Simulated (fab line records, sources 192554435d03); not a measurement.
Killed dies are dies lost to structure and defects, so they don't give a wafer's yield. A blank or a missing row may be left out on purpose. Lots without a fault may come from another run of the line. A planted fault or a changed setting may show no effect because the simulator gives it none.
Which tool did it? | flow n5_finfet | 11 lots, 28 wafers sampled, at 3 steps of a route of 1938

WHAT THE GAUGES READ, wafer by wafer
N5_BEOL_M4_THK_MEAS_53: measures by xrf.
lot  | measured     | on            | M4_THK (nm)
L713 | day 8 23:04  | film_metro-02 | 43.7 40.1 41.6
L714 | day 8 23:20  | film_metro-01 | 41.2 40.1 41.5
L715 | day 9 01:49  | film_metro-02 | 38.6 38.0
L716 | day 9 21:07  | film_metro-01 | 39.7 40.1
L717 | day 9 22:49  | film_metro-01 | 41.5 41.2
L718 | day 10 00:21 | film_metro-02 | 39.3 38.6 41.5
L721 | day 10 04:46 | film_metro-02 | 38.5 39.5 39.2
L723 | day 12 02:07 | film_metro-01 | 38.2 39.0 39.0
L726 | day 12 06:23 | film_metro-01 | 38.5 38.5
L727 | day 12 07:52 | film_metro-01 | 39.5 37.5
L733 | day 14 15:23 | film_metro-01 | 39.7 38.0 38.7

N5_BEOL_M4_RC_MEAS_101.
lot  | measured     | on        | CJ_N           | CJ_P           | DIBL_N (mV/V)  | DIBL_P (mV/V)  | IOFF_N (nA/um)    | IOFF_P (nA/um) | ION_N (uA/um) | ION_P (uA/um) | RS_NWELL (ohm/sq) | RS_PWELL (ohm/sq) | SS_N (mV/dec)  | SS_P (mV/dec)  | VT_N (mV)   | VT_P (mV)
L713 | day 8 23:31  | prober-02 | 4.46 4.42 4.33 | 5.79 5.54 5.86 | 37.9 36.7 37.4 | 38.4 36.5 37.5 | 0.224 0.184 0.204 | 0.29 0.26 0.29 | 698 659 689   | 474 458 469   | 1046 1035 1038    | 3009 3036 3042    | 71.8 71.6 72.0 | 73.8 74.0 73.9 | 242 247 246 | -245 -246 -245
L714 | day 8 23:44  | prober-01 | 4.25 4.27 4.17 | 5.83 5.78 5.36 | 33.9 36.1 36.2 | 32.1 34.9 35.1 | 0.117 0.152 0.156 | 0.17 0.20 0.21 | 671 688 692   | 464 466 476   | 1030 1034 1038    | 2999 2989 3019    | 70.1 70.9 71.3 | 72.3 73.4 73.6 | 253 248 249 | -250 -250 -247
L715 | day 9 02:35  | prober-02 | 4.44 4.40      | 6.00 6.03      | 37.0 36.6      | 38.1 38.4      | 0.178 0.183       | 0.21 0.22      | 667 674       | 455 467       | 1033 1044         | 3013 3023         | 71.7 71.6      | 74.1 74.4      | 250 246     | -252 -251
L716 | day 9 22:02  | prober-02 | 4.31 4.26      | 5.61 6.10      | 33.5 37.4      | 34.3 39.3      | 0.117 0.196       | 0.17 0.26      | 660 680       | 457 465       | 1044 1036         | 3028 3034         | 71.1 72.9      | 72.3 73.2      | 255 248     | -253 -249
L717 | day 9 23:08  | prober-02 | 4.25 4.27      | 6.10 5.74      | 36.9 37.3      | 35.9 36.5      | 0.197 0.203       | 0.25 0.25      | 699 670       | 475 458       | 1037 1034         | 3037 3049         | 71.1 71.3      | 74.2 74.4      | 242 246     | -245 -247
L718 | day 10 00:40 | prober-01 | 4.21 4.22 4.12 | 5.67 5.65 5.74 | 34.3 34.2 34.9 | 37.1 36.8 37.4 | 0.143 0.154 0.160 | 0.21 0.21 0.21 | 665 681 680   | 463 470 468   | 1037 1037 1036    | 3008 2977 3016    | 70.8 71.8 71.5 | 73.3 73.1 74.0 | 253 250 248 | -247 -247 -248
L721 | day 10 05:06 | prober-01 | 4.15 4.12 4.19 | 5.60 5.80 5.89 | 32.9 35.6 36.1 | 33.8 37.1 38.7 | 0.115 0.162 0.178 | 0.19 0.23 0.27 | 656 654 682   | 462 456 473   | 1030 1037 1040    | 3003 3016 3028    | 70.5 72.6 72.5 | 73.5 74.3 74.5 | 253 251 248 | -253 -248 -245
L723 | day 12 02:44 | prober-01 | 4.23 4.29 4.21 | 5.58 6.08 5.88 | 34.1 35.3 36.3 | 33.7 34.8 36.0 | 0.121 0.141 0.159 | 0.22 0.23 0.24 | 665 673 676   | 469 471 470   | 1035 1038 1033    | 2991 3000 3013    | 71.1 72.1 71.7 | 72.8 73.8 73.4 | 249 249 249 | -246 -246 -247
L726 | day 12 07:09 | prober-01 | 2.74 2.71      | 4.31 4.32      | 33.6 35.3      | 32.8 34.5      | 0.115 0.148       | 0.15 0.18      | 658 656       | 457 449       | 1022 1015         | 2828 2805         | 71.2 72.1      | 72.9 73.1      | 255 250     | -254 -255
L727 | day 12 08:40 | prober-02 | 2.76 4.33      | 4.32 5.91      | 34.3 35.2      | 32.2 34.5      | 0.130 0.137       | 0.16 0.18      | 659 678       | 457 465       | 1021 1023         | 2846 2987         | 71.5 71.2      | 72.3 72.5      | 255 252     | -254 -250
L733 | day 14 15:52 | prober-01 | 4.47 4.35 4.39 | 5.84 5.61 5.70 | 34.9 36.2 35.0 | 36.4 37.9 36.3 | 0.155 0.173 0.146 | 0.21 0.23 0.20 | 684 678 675   | 468 465 472   | 1034 1035 1036    | 2995 2995 2984    | 71.1 71.8 71.4 | 73.1 74.0 73.0 | 248 246 248 | -249 -250 -250

WHICH TOOL RAN EACH LOT (tool, then ch and the chambers of the sampled wafers, then the start)
lot  | N5_WELL_APT_EPI_41
L713 | epi_rpcvd-02 ch 0, day 2 10:37
L714 | epi_rpcvd-02 ch 0, day 2 16:23
L715 | epi_rpcvd-02 ch 0, day 2 22:13
L716 | epi_rpcvd-02 ch 0, day 3 04:27
L717 | epi_rpcvd-04 ch 0, day 3 09:55
L718 | epi_rpcvd-02 ch 0, day 3 15:59
L721 | epi_rpcvd-01 ch 0, day 4 09:56
L723 | epi_rpcvd-01 ch 0, day 4 22:17
L726 | epi_rpcvd-02 ch 0, day 5 16:26
L727 | epi_rpcvd-02 ch 0, day 5 23:01
L733 | epi_rpcvd-01 ch 0, day 7 12:49
- N5_WELL_APT_EPI_41: deposits Si from SiH4/H2, target thk 50 nm, time 297.7 s.

WHAT THE TOOLS THEMSELVES READ (means of the sampled wafers that have a number; where no wafer has one, the mark that the record gives instead)
N5_WELL_APT_EPI_41.
lot  | tool         | throttle_valve_pct (%)
L713 | epi_rpcvd-02 | 10.83
L714 | epi_rpcvd-02 | 10.79
L715 | epi_rpcvd-02 | 10.62
L716 | epi_rpcvd-02 | 10.84
L717 | epi_rpcvd-04 | 11.28
L718 | epi_rpcvd-02 | 10.79
L721 | epi_rpcvd-01 | 10.96
L723 | epi_rpcvd-01 | 10.91
L726 | epi_rpcvd-02 | 10.73
L727 | epi_rpcvd-02 | 10.68
L733 | epi_rpcvd-01 | 10.89

THE ANSWER, worked out from the rows above alone
Rule: what is usual is taken from the lots themselves. Put in order of their means at a reading, lots are off if they are a third of the lots or fewer, leave a main group of 4 or more, and stand apart from it by a gap of 3 or more times the standard deviation of the main group's means; of several such gaps the widest counts. A main group whose means are all the same, to the digits that the tables above print for the reading, isn't used. A lot without any number at a reading at which 4 lots or more have one is off too. The other lots that the step has rows for count as sound. The gauges are gone through in route order, then the tools' own readings, and for those a lot's mean is taken as printed above. The first step at which some lot is off is used, and at that step the reading that is off furthest; a lot without a number counts as furthest.
Off: L726, L727, at N5_BEOL_M4_RC_MEAS_101 (CJ_N). The main group: mean 4.29, standard deviation 0.094.
A tool fits if, at a process step before that reading, it ran every lot that is off, and no sound lot after the first of them. The gauges at N5_BEOL_M4_RC_MEAS_101 are tried like those tools. One fits: epi_rpcvd-02 at N5_WELL_APT_EPI_41. Its last sound lot is L718 (day 3 15:59), its first lot that is off L726 (day 5 16:26): a fault that began between those two fits.

WHAT THE SIMULATOR HAD PUT IN
Process parameter drift: epi_rpcvd-02, from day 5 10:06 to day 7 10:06, at N5_WELL_APT_EPI_41. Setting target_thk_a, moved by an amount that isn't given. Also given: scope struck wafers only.
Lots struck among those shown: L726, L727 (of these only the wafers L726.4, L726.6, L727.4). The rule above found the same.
